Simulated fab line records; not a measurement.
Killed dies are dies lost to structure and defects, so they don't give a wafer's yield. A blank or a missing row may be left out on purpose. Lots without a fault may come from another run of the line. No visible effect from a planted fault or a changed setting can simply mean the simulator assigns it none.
Chamber matching	flow n5Finfet	aldSin-02 running N5_MOL_CONTACT_COAG_ALD_131: 4 sister chambers
The step deposits SiO2, target thk 5 nm, pulse time 1 s, co reactant pulse time 1 s. 4 wafers are shown with their chamber, then 12 later ones without.

## WAFERS PAIRED WITH THEIR CHAMBERS
wafer	chamber	heaterPowerW (W)
L089.2	3	79
L092.1	0	73
L092.2	2	79
L092.6	1	80

## WAFERS WHOSE CHAMBER IS MISSING
wafer	heaterPowerW (W)
L093.1	77
L093.4	80
L093.6	72
L094.1	74
L094.2	78
L094.5	73
L096.2	74
L096.4	78
L096.5	81
L097.2	80
L097.3	74
L097.6	70

## WHICH CHAMBER EACH WENT THROUGH
wafer	from the rows above	in truth
L093.1	can't be placed: 2 or 3 or 1 or 0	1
L093.4	can't be placed: 1 or 2 or 3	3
L093.6	0	0
L094.1	0	0
L094.2	can't be placed: 2 or 3 or 1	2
L094.5	0	0
L096.2	0	0
L096.4	can't be placed: 2 or 3 or 1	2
L096.5	can't be placed: 1 or 2 or 3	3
L097.2	can't be placed: 1 or 2 or 3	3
L097.3	0	0
L097.6	0	0
Placed correctly: 6 of 12. From these rows, 6 cannot be placed; in 6 the true chamber is one of the candidates. Number placed wrongly: 0.
How it was worked out, from the rows above alone: a wafer's distance from a chamber is the root of the sum, over the readings, of the square of ((its reading less the chamber's mean) divided by the reading's scatter). The wafer belongs to the nearest chamber; if the next one is less than 2 further off, it can't be placed. Each chamber's mean is taken over the wafers shown for it. The scatter: with one shown wafer a chamber, the root of the mean of the squares of how far each hidden wafer lies from its nearest shown one.
